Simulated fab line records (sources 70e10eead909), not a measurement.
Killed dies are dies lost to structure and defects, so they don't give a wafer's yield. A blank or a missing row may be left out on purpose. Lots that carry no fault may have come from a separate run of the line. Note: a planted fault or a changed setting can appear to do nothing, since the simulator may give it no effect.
Which of the tools did it? / flow nand-harc / Sampling: 7 lots, 21 wafers, 4 of 1302 route steps

== WHAT THE GAUGES READ, wafer by wafer ==
NHARC_THIN_TSV_CD_MEAS_37.
lot=L514; measured=day 24 04:25; on=cd-sem-02; cd-nm (nm)=5005 5002 4997
lot=L517; measured=day 25 05:59; on=cd-sem-03; cd-nm (nm)=5004 5005 5004
lot=L525; measured=day 30 04:28; on=cd-sem-01; cd-nm (nm)=5005 5000 5006
lot=L527; measured=day 30 06:49; on=cd-sem-03; cd-nm (nm)=5001 5003 5008
lot=L532; measured=day 31 12:04; on=cd-sem-03; cd-nm (nm)=4994 4996 4994
lot=L533; measured=day 32 19:14; on=cd-sem-03; cd-nm (nm)=4995 5000 5001
lot=L535; measured=day 33 03:25; on=cd-sem-03; cd-nm (nm)=5003 4995 5000

== TOOL THAT RAN EACH LOT (tool first, then ch and the chambers of the sampled wafers, then the start) ==
lot=L514; NHARC_A_M0_ECD_22=ecd-cu-01 ch 0,1, day 22 20:32; NHARC_THIN_TSV_PVD_51=pvd-sputter-01, day 24 03:37 or earlier; NHARC_THIN_TSV_STRIP_56=plasma-asher-02 ch 0,1, day 24 03:37
lot=L517; NHARC_A_M0_ECD_22=ecd-cu-02 ch 0,1, day 24 00:23; NHARC_THIN_TSV_PVD_51=pvd-sputter-01, day 25 05:10 or earlier; NHARC_THIN_TSV_STRIP_56=plasma-asher-02 ch 0,1, day 25 05:10
lot=L525; NHARC_A_M0_ECD_22=ecd-cu-02 ch 0,1, day 28 04:57; NHARC_THIN_TSV_PVD_51=pvd-sputter-02, day 30 03:46 or earlier; NHARC_THIN_TSV_STRIP_56=plasma-asher-02 ch 0,1, day 30 03:46
lot=L527; NHARC_A_M0_ECD_22=ecd-cu-02 ch 0,1, day 28 21:47; NHARC_THIN_TSV_PVD_51=pvd-sputter-02, day 30 06:09 or earlier; NHARC_THIN_TSV_STRIP_56=plasma-asher-02 ch 0,1, day 30 06:09
lot=L532; NHARC_A_M0_ECD_22=ecd-cu-01 ch 0,1, day 30 04:08; NHARC_THIN_TSV_PVD_51=pvd-sputter-03, day 31 11:16 or earlier; NHARC_THIN_TSV_STRIP_56=plasma-asher-01 ch 0,1, day 31 11:16
lot=L533; NHARC_A_M0_ECD_22=ecd-cu-01 ch 0,1, day 31 05:30; NHARC_THIN_TSV_PVD_51=pvd-sputter-03, day 32 18:32 or earlier; NHARC_THIN_TSV_STRIP_56=plasma-asher-01 ch 0,1, day 32 18:32
lot=L535; NHARC_A_M0_ECD_22=ecd-cu-02 ch 0,1, day 31 20:34; NHARC_THIN_TSV_PVD_51=pvd-sputter-03, day 33 02:38 or earlier; NHARC_THIN_TSV_STRIP_56=plasma-asher-02 ch 1, day 33 02:38
- NHARC_A_M0_ECD_22: material Cu, target thk 400 nm.
- NHARC_THIN_TSV_PVD_51: deposits Cu, target thk 100 nm.
- NHARC_THIN_TSV_STRIP_56: strips in O2.

== THE ANSWER, worked out from the rows above alone ==
Rule: the lots themselves supply what counts as usual. The widest of any qualifying gaps counts: lots, ordered by their means at a reading, are off when they make up no more than a third of the lots, leave a main group of 4 or more, and stand apart from it by 3 or more times the standard deviation of that group's means. If all means in a main group match to the digits the tables above print for the reading, that group is not used. Also off: a lot with no number at a reading for which 4 or more lots have one. Any other lot the step has rows for is counted as sound.
Nothing can be told from this: no lot is off at any reading shown.

== WHAT HAD BEEN PUT IN BY THE SIMULATOR ==
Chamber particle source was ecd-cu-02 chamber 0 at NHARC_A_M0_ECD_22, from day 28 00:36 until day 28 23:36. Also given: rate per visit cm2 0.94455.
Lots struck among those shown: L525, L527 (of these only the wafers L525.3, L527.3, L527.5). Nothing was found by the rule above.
